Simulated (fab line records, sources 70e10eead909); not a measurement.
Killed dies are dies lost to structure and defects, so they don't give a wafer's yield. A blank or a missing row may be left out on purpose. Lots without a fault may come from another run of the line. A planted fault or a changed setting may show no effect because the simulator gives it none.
Which tool did it? | flow nand_harc | 24 lots, 72 wafers sampled, at 5 steps of a route of 1302

WHAT THE GAUGES READ, wafer by wafer
NHARC_A_SOURCE_PLATE_INSPECT_08. Usual: raw_defect_count 60, standard deviation 22.
lot  | measured     | on                | raw_defect_count | flag
L074 | day 7 15:07  | defect_inspect-02 | 29 56 58         |
L076 | day 8 09:31  | defect_inspect-01 | 84 34 33         |
L075 | day 8 09:31  | defect_inspect-02 | 38 46 57         |
L077 | day 8 21:25  | defect_inspect-01 | 66 38 47         |
L078 | day 9 08:47  | defect_inspect-01 | 43 53 88         |
L079 | day 9 16:04  | defect_inspect-01 | 66 54 57         |
L080 | day 10 00:43 | defect_inspect-02 | 117 120 116      |
L082 | day 10 19:46 | defect_inspect-01 | 40 51 81         |
L081 | day 10 19:46 | defect_inspect-02 | 68 116 57        |
L083 | day 11 12:04 | defect_inspect-01 | 35 42 37         |
L084 | day 11 18:26 | defect_inspect-02 | 83 43 60         |
L085 | day 12 03:15 | defect_inspect-01 | 34 49 43         |
L086 | day 12 12:54 | defect_inspect-01 | 38 71 34         |
L087 | day 13 02:50 | defect_inspect-01 | 58 95 68         |
L088 | day 13 21:10 | defect_inspect-01 | 61 59 61         |
L089 | day 13 21:10 | defect_inspect-02 | 48 64 52         |
L090 | day 14 14:08 | defect_inspect-01 | 61 65 79         |
L091 | day 15 00:17 | defect_inspect-01 | 121 68 81        |
L092 | day 15 00:17 | defect_inspect-02 | 52 30 65         |
L093 | day 15 10:10 | defect_inspect-02 | 72 111 37        |
L094 | day 16 04:10 | defect_inspect-01 | 21 40 47         |
L095 | day 16 13:05 | defect_inspect-02 | 43 38 47         |
L096 | day 17 05:53 | defect_inspect-01 | 52 70 32         |
L097 | day 17 09:24 | defect_inspect-02 | 64 76 36         |

WHICH TOOL RAN EACH LOT (tool, then ch and the chambers of the sampled wafers, then the start)
lot  | NHARC_P_M2_DEGAS_29          | NHARC_P_M2_DEP_33               | NHARC_P_BONDPAD_PVD_27                  | NHARC_A_ZERO_WELL_ETCH_19
L074 | pvd_sputter-02, day 6 11:02  | pecvd-02 ch 0,1,2, day 6 12:54  | pvd_sputter-02, day 6 18:35 or earlier  | rie_diel-07 ch 0,1,2, day 6 18:35
L076 | pvd_sputter-01, day 7 03:32  | pecvd-02 ch 1,2, day 7 05:20    | pvd_sputter-01, day 7 11:25 or earlier  | rie_diel-07 ch 0,2, day 7 11:25
L075 | pvd_sputter-03, day 7 03:45  | pecvd-02 ch 1,2, day 7 05:37    | pvd_sputter-03, day 7 11:36 or earlier  | rie_diel-08 ch 0,1,2, day 7 11:36
L077 | pvd_sputter-03, day 7 13:15  | pecvd-03 ch 0,1,2, day 7 14:56  | pvd_sputter-02, day 7 21:12 or earlier  | rie_diel-08 ch 0,2,3, day 7 21:12
L078 | pvd_sputter-03, day 8 02:01  | pecvd-03 ch 0,1,2, day 8 03:44  | pvd_sputter-01, day 8 09:37 or earlier  | rie_diel-07 ch 0,1,3, day 8 09:37
L079 | pvd_sputter-02, day 8 11:26  | pecvd-03 ch 0,1,2, day 8 13:11  | pvd_sputter-01, day 8 19:05 or earlier  | rie_diel-07 ch 1,2,3, day 8 19:05
L080 | pvd_sputter-02, day 8 20:05  | pecvd-02 ch 0,1,2, day 8 21:48  | pvd_sputter-02, day 9 03:44 or earlier  | rie_diel-07 ch 0,2,3, day 9 03:44
L082 | pvd_sputter-02, day 9 14:40  | pecvd-01 ch 0,1, day 9 16:22    | pvd_sputter-02, day 9 22:13 or earlier  | rie_diel-07 ch 2,3, day 9 22:13
L081 | pvd_sputter-01, day 9 15:17  | pecvd-03 ch 0,1,2, day 9 17:00  | pvd_sputter-01, day 9 23:00 or earlier  | rie_diel-07 ch 0,1,2, day 9 23:00
L083 | pvd_sputter-02, day 10 05:23 | pecvd-03 ch 0,2, day 10 07:05   | pvd_sputter-02, day 10 13:01 or earlier | rie_diel-07 ch 1,2, day 10 13:01
L084 | pvd_sputter-03, day 10 13:54 | pecvd-01 ch 0,1,2, day 10 15:37 | pvd_sputter-02, day 10 21:16 or earlier | rie_diel-07 ch 0,1, day 10 21:16
L085 | pvd_sputter-02, day 10 22:32 | pecvd-01 ch 0,1,2, day 11 00:14 | pvd_sputter-03, day 11 06:05 or earlier | rie_diel-08 ch 1,2,3, day 11 06:05
L086 | pvd_sputter-02, day 11 08:26 | pecvd-02 ch 0,1, day 11 10:11   | pvd_sputter-02, day 11 16:07 or earlier | rie_diel-09 ch 0,1,2, day 11 16:07
L087 | pvd_sputter-03, day 11 21:38 | pecvd-02 ch 0,1,2, day 11 23:20 | pvd_sputter-01, day 12 05:21 or earlier | rie_diel-07 ch 2,3, day 12 05:21
L088 | pvd_sputter-01, day 12 15:28 | pecvd-01 ch 1,2, day 12 17:33   | pvd_sputter-01, day 12 23:10 or earlier | rie_diel-08 ch 0,2, day 12 23:10
L089 | pvd_sputter-02, day 12 16:19 | pecvd-02 ch 1,2, day 12 18:04   | pvd_sputter-01, day 13 00:07 or earlier | rie_diel-09 ch 0,1,2, day 13 00:07
L090 | pvd_sputter-01, day 13 04:53 | pecvd-03 ch 0,1, day 13 06:38   | pvd_sputter-03, day 13 12:33 or earlier | rie_diel-09 ch 2,3, day 13 12:33
L091 | pvd_sputter-01, day 13 18:34 | pecvd-03 ch 0,1,2, day 13 20:17 | pvd_sputter-01, day 14 02:25 or earlier | rie_diel-07 ch 1,3, day 14 02:25
L092 | pvd_sputter-03, day 13 19:49 | pecvd-02 ch 0,1, day 13 21:32   | pvd_sputter-02, day 14 03:36 or earlier | rie_diel-07 ch 2,3, day 14 03:36
L093 | pvd_sputter-01, day 14 04:26 | pecvd-03 ch 0,1, day 14 06:10   | pvd_sputter-03, day 14 12:09 or earlier | rie_diel-07 ch 0,2,3, day 14 12:09
L094 | pvd_sputter-03, day 14 19:04 | pecvd-01 ch 0,1,2, day 14 20:47 | pvd_sputter-03, day 15 02:37 or earlier | rie_diel-07 ch 1,2, day 15 02:37
L095 | pvd_sputter-02, day 15 06:30 | pecvd-01 ch 0,1, day 15 08:13   | pvd_sputter-01, day 15 14:22 or earlier | rie_diel-07 ch 2,3, day 15 14:22
L096 | pvd_sputter-01, day 15 22:01 | pecvd-03 ch 0,1,2, day 15 23:43 | pvd_sputter-01, day 16 05:35 or earlier | rie_diel-08 ch 1,2,3, day 16 05:35
L097 | pvd_sputter-01, day 16 03:59 | pecvd-02 ch 0,1, day 16 05:46   | pvd_sputter-01, day 16 11:38 or earlier | rie_diel-07 ch 1,2, day 16 11:38
- NHARC_P_M2_DEGAS_29: time 60 s.
- NHARC_P_M2_DEP_33: deposits SiCN, target thk 30 nm.
- NHARC_P_BONDPAD_PVD_27: deposits Cu, target thk 30 nm, time 20.49 s.
- NHARC_A_ZERO_WELL_ETCH_19: etches the open film in N2/H2, target depth 80 nm, overetch 24 nm, time 87.88 s.

WHAT THE TOOLS THEMSELVES READ (means of the sampled wafers that have a number; where no wafer has one, the mark that the record gives instead)
NHARC_P_M2_DEGAS_29. Usual: heater_power_w 327 W, standard deviation 20.
lot  | tool           | heater_power_w (W) | flag
L074 | pvd_sputter-02 | 311                |
L076 | pvd_sputter-01 | 323                |
L075 | pvd_sputter-03 | 320                |
L077 | pvd_sputter-03 | 325                |
L078 | pvd_sputter-03 | 321                |
L079 | pvd_sputter-02 | 326                |
L080 | pvd_sputter-02 | 344                |
L082 | pvd_sputter-02 | 344                |
L081 | pvd_sputter-01 | 318                |
L083 | pvd_sputter-02 | 339                |
L084 | pvd_sputter-03 | 309                |
L085 | pvd_sputter-02 | 337                |
L086 | pvd_sputter-02 | 332                |
L087 | pvd_sputter-03 | 326                |
L088 | pvd_sputter-01 | 328                |
L089 | pvd_sputter-02 | 348                |
L090 | pvd_sputter-01 | 324                |
L091 | pvd_sputter-01 | 325                |
L092 | pvd_sputter-03 | 320                |
L093 | pvd_sputter-01 | 329                |
L094 | pvd_sputter-03 | 324                |
L095 | pvd_sputter-02 | 343                |
L096 | pvd_sputter-01 | 321                |
L097 | pvd_sputter-01 | 325                |

NHARC_P_M2_DEP_33. Usual: heater_power_w 568 W, standard deviation 77.
lot  | tool     | heater_power_w (W) | flag
L074 | pecvd-02 | 506                |
L076 | pecvd-02 | 504                |
L075 | pecvd-02 | 526                |
L077 | pecvd-03 | 631                |
L078 | pecvd-03 | 617                |
L079 | pecvd-03 | 628                |
L080 | pecvd-02 | 523                |
L082 | pecvd-01 | 543                |
L081 | pecvd-03 | 644                |
L083 | pecvd-03 | 624                |
L084 | pecvd-01 | 602                |
L085 | pecvd-01 | 575                |
L086 | pecvd-02 | 489                |
L087 | pecvd-02 | 466                |
L088 | pecvd-01 | 534                |
L089 | pecvd-02 | 535                |
L090 | pecvd-03 | 636                |
L091 | pecvd-03 | 624                |
L092 | pecvd-02 | 482                |
L093 | pecvd-03 | 621                |
L094 | pecvd-01 | 562                |
L095 | pecvd-01 | 661                |
L096 | pecvd-03 | 643                |
L097 | pecvd-02 | 510                |

NHARC_P_BONDPAD_PVD_27. Usual: throttle_valve_pct 30.2 %, standard deviation 0.76.
lot  | tool           | throttle_valve_pct (%) | flag
L074 | pvd_sputter-02 | 29.9                   |
L076 | pvd_sputter-01 | 30.2                   |
L075 | pvd_sputter-03 | 29.4                   |
L077 | pvd_sputter-02 | 29.7                   |
L078 | pvd_sputter-01 | 30.2                   |
L079 | pvd_sputter-01 | 30.8                   |
L080 | pvd_sputter-02 | 29.4                   |
L082 | pvd_sputter-02 | 29.5                   |
L081 | pvd_sputter-01 | 30.7                   |
L083 | pvd_sputter-02 | 29.8                   |
L084 | pvd_sputter-02 | 29.4                   |
L085 | pvd_sputter-03 | 30.7                   |
L086 | pvd_sputter-02 | 29.7                   |
L087 | pvd_sputter-01 | 30.4                   |
L088 | pvd_sputter-01 | 30.8                   |
L089 | pvd_sputter-01 | 31.1                   |
L090 | pvd_sputter-03 | 30.8                   |
L091 | pvd_sputter-01 | 30.8                   |
L092 | pvd_sputter-02 | 29.8                   |
L093 | pvd_sputter-03 | 30.7                   |
L094 | pvd_sputter-03 | 29.9                   |
L095 | pvd_sputter-01 | 30.7                   |
L096 | pvd_sputter-01 | 30.4                   |
L097 | pvd_sputter-01 | 30.8                   |

NHARC_A_ZERO_WELL_ETCH_19. Usual: drypump_motor_current_A 5.9 A, standard deviation 0.5; oes_product_au 0.999 a.u., standard deviation 0.007; rf_vpp_V 430.7 V, standard deviation 2.5; showerhead_plenum_p_Torr 2.05 Torr, standard deviation 0.085; throttle_valve_pct 14.172 %, standard deviation 0.0096.
lot  | tool        | drypump_motor_current_A (A) | oes_product_au (a.u.) | rf_vpp_V (V) | showerhead_plenum_p_Torr (Torr) | throttle_valve_pct (%) | flag
L074 | rie_diel-07 | 5.7                         | 0.997                 | 431.3        | 2.05                            | 14.165                 |
L076 | rie_diel-07 | 5.8                         | 1.000                 | 428.4        | 1.98                            | 14.168                 |
L075 | rie_diel-08 | 5.9                         | 0.999                 | 432.3        | 2.09                            | 14.174                 |
L077 | rie_diel-08 | 5.8                         | 1.003                 | 432.7        | 2.15                            | 14.179                 |
L078 | rie_diel-07 | 6.1                         | 0.995                 | 431.2        | 2.04                            | 14.167                 |
L079 | rie_diel-07 | 5.8                         | 0.990                 | 431.5        | 2.08                            | 14.162                 |
L080 | rie_diel-07 | 5.9                         | 0.992                 | 429.1        | 2.01                            | 14.182                 |
L082 | rie_diel-07 | 6.0                         | 1.002                 | 430.0        | 2.03                            | 14.168                 |
L081 | rie_diel-07 | 5.6                         | 1.001                 | 430.3        | 2.05                            | 14.173                 |
L083 | rie_diel-07 | 5.2                         | 1.001                 | 432.1        | 2.09                            | 14.178                 |
L084 | rie_diel-07 | 6.1                         | 1.011                 | 429.2        | 2.02                            | 14.169                 |
L085 | rie_diel-08 | 5.9                         | 0.995                 | 432.7        | 2.09                            | 14.167                 |
L086 | rie_diel-09 | 5.6                         | 0.994                 | 428.1        | 1.96                            | 14.175                 |
L087 | rie_diel-07 | 6.0                         | 0.994                 | 429.9        | 2.03                            | 14.174                 |
L088 | rie_diel-08 | 5.7                         | 1.011                 | 433.4        | 2.14                            | 14.162                 |
L089 | rie_diel-09 | 5.6                         | 1.003                 | 427.6        | 1.96                            | 14.179                 |
L090 | rie_diel-09 | 6.4                         | 1.006                 | 429.2        | 2.00                            | 14.174                 |
L091 | rie_diel-07 | 6.0                         | 1.002                 | 432.5        | 2.11                            | 14.172                 |
L092 | rie_diel-07 | 5.6                         | 1.005                 | 430.0        | 2.04                            | 14.172                 |
L093 | rie_diel-07 | 5.9                         | 0.997                 | 428.6        | 2.00                            | 14.177                 |
L094 | rie_diel-07 | 5.5                         | 1.000                 | 432.6        | 2.12                            | 14.171                 |
L095 | rie_diel-07 | 5.5                         | 1.000                 | 430.9        | 2.04                            | 14.167                 |
L096 | rie_diel-08 | 5.8                         | 1.004                 | 432.3        | 2.09                            | 14.173                 |
L097 | rie_diel-07 | 5.5                         | 1.003                 | 433.3        | 2.12                            | 14.185                 |

THE ANSWER, worked out from the rows above alone
Rule: a lot is off if the mean of its wafers that have a number lies more than 3 standard deviations from the usual mean. A lot without any number at a reading at which 4 lots or more have one is off too. The other lots that the step has rows for count as sound. The gauges are gone through in route order, then the tools' own readings, and for those a lot's mean is taken as printed above. The first step at which some lot is off is used, and at that step the reading that is off furthest; a lot without a number counts as furthest.
No lot is off at any reading shown: from this, nothing can be told.

WHAT THE SIMULATOR HAD PUT IN
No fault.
